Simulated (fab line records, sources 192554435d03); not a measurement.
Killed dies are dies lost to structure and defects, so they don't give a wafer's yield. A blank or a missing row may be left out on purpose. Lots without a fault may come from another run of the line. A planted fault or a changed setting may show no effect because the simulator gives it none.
Split-lot experiment | flow n5_finfet | 7 lots, 21 wafers read, on a route of 1938 steps

THE SPLIT
At N5_BEOL_M5_ETCH_41 (etches SiCN in CH3F/O2, target depth 31.5 nm, time 56.7 s), the setting source_w was moved away from the recipe's 395 W on 6 of the 21 wafers read, by -11.9% to +13.8%. The other wafers ran this setting at the recipe's value.

The reading is taken at the split's own step.

THE READING
rf_vpp_V, in V, at N5_BEOL_M5_ETCH_41 (etches SiCN in CH3F/O2, target depth 31.5 nm, time 56.7 s). Fault-free wafers of this fab line usually give 297.8 V, standard deviation 1.4 V.

wafer  | tool, chamber at the split | source_w as run, W | against the recipe | rf_vpp_V, V | against lot-mates on the recipe
L074.1 | rie_diel-04, 2             | 395                | recipe             | 298.4       | -
L074.4 | rie_diel-04, 0             | 395                | recipe             | 297.7       | -
L074.5 | rie_diel-04, 1             | 395                | recipe             | 295.4       | -
L076.1 | rie_diel-02, 2             | 395                | recipe             | 297.8       | -
L076.2 | rie_diel-02, 0             | 395                | recipe             | 299.7       | -
L076.3 | rie_diel-02, 3             | 395                | recipe             | 299.3       | -
L077.1 | rie_diel-02, 2             | 395                | recipe             | 297.4       | -
L077.3 | rie_diel-02, 3             | 348.1              | -11.9%             | 310.8       | +13.4
L077.6 | rie_diel-02, 3             | 348.1              | -11.9%             | 313.0       | +15.6
L078.2 | rie_diel-04, 0             | 395                | recipe             | 298.7       | -
L078.3 | rie_diel-04, 2             | 449.6              | +13.8%             | 284.6       | -14.1
L078.6 | rie_diel-04, 0             | 449.6              | +13.8%             | 284.6       | -14.1
L081.1 | rie_diel-04, 1             | 395                | recipe             | 296.9       | -
L081.3 | rie_diel-04, 2             | 395                | recipe             | 296.7       | -
L081.4 | rie_diel-04, 0             | 395                | recipe             | 297.7       | -
L085.1 | rie_diel-05, 0             | 348.8              | -11.7%             | 312.0       | +16.3
L085.4 | rie_diel-05, 3             | 395                | recipe             | 294.7       | -
L085.5 | rie_diel-05, 1             | 395                | recipe             | 296.7       | -
L088.1 | rie_diel-04, 3             | 395                | recipe             | 297.9       | -
L088.2 | rie_diel-04, 0             | 395                | recipe             | 297.3       | -
L088.3 | rie_diel-04, 1             | 361.6              | -8.5%              | 305.1       | +7.5

THE FIT
A straight line over all 21 wafers: rf_vpp_V changes by -1.06 V for each +1% of source_w; r = -0.98; the points scatter about the line by 1.5 V.
The same after taking each lot's own level away (the mean of its wafers on the recipe; 21 wafers): -1.13 V for each +1%; r = -0.99; scatter 1.3 V.
On that fit, the largest move of source_w shifts the reading by 16 V.
The lots' own levels span 295.70 to 298.93 V, that is 2.3 times the standard deviation above.
So the lot-to-lot level changes the slope little: the two slopes agree.
Check: with one of the wafers moved furthest among these (+13.8%) left out of the fit, the line predicts -15.8 V for it against its lot-mates. It came out at -14.1 V against them.
Tool readings at the split's step, against how far the setting was moved: rf_vpp_V r = -0.98.

OTHER SPLITS ON THESE WAFERS
These wafers also went through other splits before the reading. Each is held against what the fit with the lots' levels taken away leaves over:
other split on the same wafers | wafers away from the commonest value | r with rf_vpp_V (lot level and that fit taken away)
N5_BEOL_M5_ETCH_72 source_w    | 5                                    | +0.13
N5_BEOL_M5_COAT_74 spin_rpm    | 8                                    | +0.48
N5_BEOL_M5_ETCH_68 time_s      | 7                                    | +0.12

THE WHOLE CHAIN: every reading that the file lists as answering this split, in the file's order
step               | what it does                                              | reading                                                        | change (the file's fit)                | r (the file's)
N5_BEOL_M5_ETCH_41 | etches SiCN in CH3F/O2, target depth 31.5 nm, time 56.7 s | rf_vpp_V                                                       | -1.15 V for each +1% of the setting    | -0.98
N5_BEOL_M5_ETCH_41 | etches SiCN in CH3F/O2, target depth 31.5 nm, time 56.7 s | etch.depth_nm (the simulator's own value, which no gauge read) | +0.0913 nm for each +1% of the setting | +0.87

THE FILE'S OWN FIT
rf_vpp_V changes by -1.15 V for each +1% of source_w, r = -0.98.
